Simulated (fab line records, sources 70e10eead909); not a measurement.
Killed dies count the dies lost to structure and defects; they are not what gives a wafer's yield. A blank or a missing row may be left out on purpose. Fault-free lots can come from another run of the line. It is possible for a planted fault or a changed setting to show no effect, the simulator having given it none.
A lot that was struck, set against a sound lot | flow nand_harc | 14 steps out of a route of 1302
Sound: wafers L499.1, L499.4, L499.5. Wafers struck: L492.4, L492.5, L492.6. The cause is named last.
At each step with rows: each side's tool, then ch and its chambers, then its first start. Under that, the readings that differ: sound wafers | struck wafers | difference of the means | sigmas: that difference in standard deviations of wafers without a fault.
alike: same words and numbers on both sides, and readings whose means sit less than 2 such deviations apart. not compared: any withheld reading, any reading some wafer has no value for, any bound like >300 that may hide the same value, and any number with overlapping values for which the record gives no deviation.
Wherever a step has rows on one side only, a row that says differs or no value, or a row with sigmas, the two part there. Numbers that have no deviation but don't overlap get no sigmas and don't part them. A reading that every wafer of one side lacks parts them only if that side has two wafers or more.

first, 6 steps without rows for these wafers: NHARC_A_STAIRCASE_SOFTBAKE_179 (time 170 s); NHARC_A_STAIRCASE_EBR_180; NHARC_A_STAIRCASE_EXPOSE_181 (exposes mask STAIR 2); NHARC_A_STAIRCASE_PEB_182 (peb time 130 s); NHARC_A_STAIRCASE_DEVELOP_183 (time 140 s); NHARC_A_STAIRCASE_HARDBAKE_185 (time 140 s).
NHARC_A_STAIRCASE_DESCUM_186: chemistry O2, time 3 s.
  sound on rie_diel-10 ch 0,1,3, day 23 18:57; struck on rie_diel-10 ch 1,2, day 20 05:23
  alike: drypump_motor_current_A, mfc_ar_sccm, o2_flow_sccm, oes_product_au, rf_vpp_V, showerhead_plenum_p_Torr, throttle_valve_pct
  not compared: rf_hours_counter_h
then, 1 step without rows for these wafers: NHARC_A_STAIRCASE_TRIM_187 (chemistry O2, time 211.2 s).
NHARC_A_STAIRCASE_ETCH_188: etches the open film in C4F8/O2, target depth 100 nm, time 40.5 s.
  sound: rie_diel-10 ch 0,3; struck: rie_diel-10 ch 0,1
  alike: oes_product_au, rf_vpp_V
  not compared: rf_hours_counter_h
NHARC_A_STAIRCASE_TRIM_189: chemistry O2, time 211.2 s.
  sound: rie_diel-10 ch 0,3; struck: rie_diel-10 ch 0,3
  alike: chamber_pressure_mTorr, drypump_motor_current_A, mfc_ar_sccm, o2_flow_sccm, oes_product_au, rf_vpp_V, showerhead_plenum_p_Torr, throttle_valve_pct
  not compared: rf_hours_counter_h
NHARC_A_STAIRCASE_ETCH_190: etches the open film in C4F8/O2, target depth 100 nm, time 40.5 s.
  sound: rie_diel-10 ch 0,3; struck: rie_diel-10 ch 0,3
  alike: oes_product_au, rf_vpp_V
  not compared: rf_hours_counter_h
NHARC_A_STAIRCASE_TRIM_191: chemistry O2, time 211.2 s.
  sound on rie_diel-10 ch 1,3, day 23 19:35; struck on rie_diel-10 ch 1,2, day 20 05:56
  no value came back on the struck wafers for any of 9 readings (bias_w (W), chamber_pressure_mTorr (mTorr) and others); on the sound wafers bias_w (W) reads 0 0 0
  not compared: rf_hours_counter_h
NHARC_A_STAIRCASE_ETCH_192: etches the open film in C4F8/O2, target depth 100 nm, time 40.5 s.
  sound: rie_diel-10 ch 1,3; struck: rie_diel-10 ch 0,1,2
  alike: oes_product_au, rf_vpp_V
  not compared: rf_hours_counter_h
-- record jumps: 9 days between struck wafers' starts before vs after; left off in module A_STAIRCASE, resumes in module END, first step shown is number 1302 of the route --
NHARC_END_SORT_01:
  sound on prober-01 ch 0, day 32 18:03; struck on prober-02 ch 0, day 28 22:55
  reading         | sound    | struck      | difference | sigmas
  killed_at_array | 44 48 58 | 671 669 673 | +621       | +37
  killed_dies     | 47 54 67 | 677 677 677 | +621       | +37
  alike: killed_at_other, killed_at_periphery, killed_open, killed_short

== WHERE THEY PART ==
First at NHARC_A_STAIRCASE_TRIM_191; last, within this record, at NHARC_END_SORT_01.

WHY: what the simulator had put in
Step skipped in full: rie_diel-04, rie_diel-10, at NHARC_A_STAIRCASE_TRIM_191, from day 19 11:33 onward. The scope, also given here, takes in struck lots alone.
